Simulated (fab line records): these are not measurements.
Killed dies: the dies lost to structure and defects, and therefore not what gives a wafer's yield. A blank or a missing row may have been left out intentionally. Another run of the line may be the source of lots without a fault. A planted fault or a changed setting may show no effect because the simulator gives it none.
Code-filled problem report in 8D (eight disciplines) form	flow nandHarc	the parts of the form that need people (team, actions taken, sign-off) are left out

## 1. WHAT WENT WRONG
At NHARC_P_M2_CMP_23, timeToEndpointS averages 12.9 s over 3 wafers from 2 lots, while fault-free wafers read 28.6 s, standard deviation 2.4. Measured from the usual mean, that is -6.5 standard deviations.
The step: polishes, t overpolish 20 s, target thk 144.3 nm.
Seen first at day 9 12:23 on cmp-02, wafer L381.1. The record has a number at this step for 42 wafers belonging to 14 lots. Rule for "out", or "out of limits": more than 4 standard deviations from the usual mean. All remaining wafers that have a number are taken as sound.

## 2. WHAT IT IS; WHAT IT IS NOT
question	is	is not
which readings at this step	timeToEndpointS	motorCurrentA
which lots	L381, L384	L375, L376, L377, L379, L389, L390, L391, L392, L393, L394, L395, L396
which wafers of those lots	L381.1, L384.4, L384.6	L381.3, L381.5, L384.1
read on which tools	cmp-02, cmp-04	cmp-03
when	from day 9 12:23	up to then (14 sound wafers); but 25 sound wafers of L384, L389, L390, L391, L392, L393, L394, L395, L396 came after

## 3. SUSPECTS, AND WHAT RULES EACH OUT
Counting: if a tool at a process step up to the reading ran every lot that is out, it stays a suspect. Sound lots after the first of them don't rule it out here, since some wafers of a struck lot are sound.
- ecdCu-02 at NHARC_P_M2_ECD_22 (material Cu, target thk 400 nm): kept. Every lot that is out went through it, the first being L381 (day 9 11:38); the last sound lot it ran before that was L379 (day 8 15:58).
Left after counting: ecdCu-02 at NHARC_P_M2_ECD_22.

## 4. THE CAUSE (what the simulator had put in)
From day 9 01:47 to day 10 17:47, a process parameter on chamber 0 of ecdCu-02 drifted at NHARC_P_M2_ECD_22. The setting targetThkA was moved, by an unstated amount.
Counting left only this tool.

## 5. THE EFFECT CHAIN, in route order
Each row: a reading whose mean over the struck wafers that have a number lies more than 3 standard deviations from the usual. Only readings for which the record gives a usual standard deviation are gone through. hours: the time from each lot's start at the first step in this table that gives one to its start at this step, as a median over the lots. sigmas: the change in usual standard deviations.
hours	step	reading	usual	on struck wafers	change	sigmas
0	NHARC_P_M2_CMP_23	timeToEndpointS	28.6 s	12.9	-15.7	-6.5
Here are the process steps it includes:
- NHARC_P_M2_CMP_23: polishes, t overpolish 20 s, target thk 144.3 nm.

## 6. WHAT WOULD HAVE CAUGHT IT SOONER
First out-of-limits reading in this record: day 9 12:23, which is 11 hours after fault onset at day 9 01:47.
Of the lots that are out (2), L384 began NHARC_P_M2_ECD_22 on ecdCu-02 after day 9 12:23. Holding the tool at that time would have saved it.
